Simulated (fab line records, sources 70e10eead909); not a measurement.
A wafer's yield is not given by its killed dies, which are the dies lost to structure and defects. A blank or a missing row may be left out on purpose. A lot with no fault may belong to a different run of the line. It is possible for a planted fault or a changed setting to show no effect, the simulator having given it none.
Problem report in the 8D (eight disciplines) form, filled by code	flow nand harc	the parts of the form that need people (team, actions taken, sign-off) are left out

== 1. THE PROBLEM ==
Mean of run length s at NHARC_A_STAIRCASE_TRIM_14: 299.9 s across 3 wafers in 2 lots; on wafers with no fault it is 232.5 s (standard deviation 0.52). That is +99 or more standard deviations from the usual mean.
The step: chemistry O2, time 211.2 s.
Seen first at day 23 00:35 on rie diel-11, wafer L266.3. The record holds 18 wafers of 6 lots with a number at this step. Rule for "out", or "out of limits": more than 4 standard deviations from the usual mean. Any other wafer with a number is counted as sound.

== 2. WHAT THIS IS AND IS NOT ==
question	is	is not
which readings at this step	run length s	drypump motor current A, oes product au, rf vpp V, showerhead plenum p Torr, throttle valve pct
which lots	L266, L267	L251, L256, L260, L262
which wafers of those lots	L266.3, L266.5, L267.4	L266.1, L267.1, L267.2
read on which tools	rie diel-11	rie diel-09, rie diel-13
when	from day 23 00:35	up to then (13 sound wafers); but 2 sound wafers of L267 came after

== 3. SUSPECTS, AND WHAT RULES EACH OUT ==
Counting: a tool at a process step up to the reading stays a suspect if it ran every lot that is out. Sound lots after the first of them don't rule it out here, since some wafers of a struck lot are sound.
- rie diel-11 at NHARC_A_STAIRCASE_DESCUM_11 (chemistry O2, time 3 s): kept. Every lot that is out went through it, the first being L266 (day 23 00:14); the last sound lot it ran before that was L251 (day 17 04:17).
- rie diel-11 at NHARC_A_STAIRCASE_TRIM_12 (chemistry O2, time 211.2 s): kept. Every lot that is out went through it, the first being L266 (day 23 00:20); the last sound lot it ran before that was L251 (day 17 04:24).
- rie diel-11 at NHARC_A_STAIRCASE_ETCH_13 (etches the open film in C4F8/O2, target depth 100 nm, time 40.5 s): kept. Every lot that is out went through it, the first being L266 (day 23 00:35); the last sound lot it ran before that was L251 (day 17 04:36). NHARC_A_STAIRCASE_ETCH_13 gives no start for some lots, so the hours and the order of its lots are those of NHARC_A_STAIRCASE_TRIM_14.
- rie diel-11 at NHARC_A_STAIRCASE_TRIM_14 (chemistry O2, time 211.2 s): kept. Every lot that is out went through it, the first being L266 (day 23 00:35); the last sound lot it ran before that was L251 (day 17 04:36). Its own readings are out on those wafers: run length s.
- rie diel-11, NHARC_A_STAIRCASE_DESCUM_11: wafers that are out in chamber 3, sound lot-mates in chambers 0, 2.
- rie diel-11, NHARC_A_STAIRCASE_TRIM_14: wafers that are out in chamber 0, sound lot-mates in chambers 1, 2, 3.
Left after counting: rie diel-11 at NHARC_A_STAIRCASE_DESCUM_11, rie diel-11 at NHARC_A_STAIRCASE_TRIM_12, rie diel-11 at NHARC_A_STAIRCASE_ETCH_13, rie diel-11 at NHARC_A_STAIRCASE_TRIM_14.

== 4. THE CAUSE (what the simulator had put in) ==
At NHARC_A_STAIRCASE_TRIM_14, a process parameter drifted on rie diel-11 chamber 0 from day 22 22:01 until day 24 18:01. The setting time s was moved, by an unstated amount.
After counting, 4 suspects remain, this tool included.

== 5. SEQUENCE OF EFFECTS, ordered by route ==
One row per reading whose mean, taken over the struck wafers that have a number, lies over 3 standard deviations from the usual. Readings are gone through only where the record gives a usual standard deviation; hours: the median, over the lots, of the time from a lot's start at the first step in this table giving one to that lot's start at this step; sigmas: the change measured in usual standard deviations.
hours	step	reading	usual	on struck wafers	change	sigmas
0	NHARC_A_STAIRCASE_TRIM_14	run length s	232.5 s	299.9	+67.4	+99 or more
It contains these process steps:
- NHARC_A_STAIRCASE_TRIM_14: chemistry O2, time 211.2 s.

== 6. HOW IT WOULD HAVE BEEN CAUGHT EARLIER ==
First out-of-limits reading in this record: day 23 00:35, which is 3 hours after fault onset at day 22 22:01.
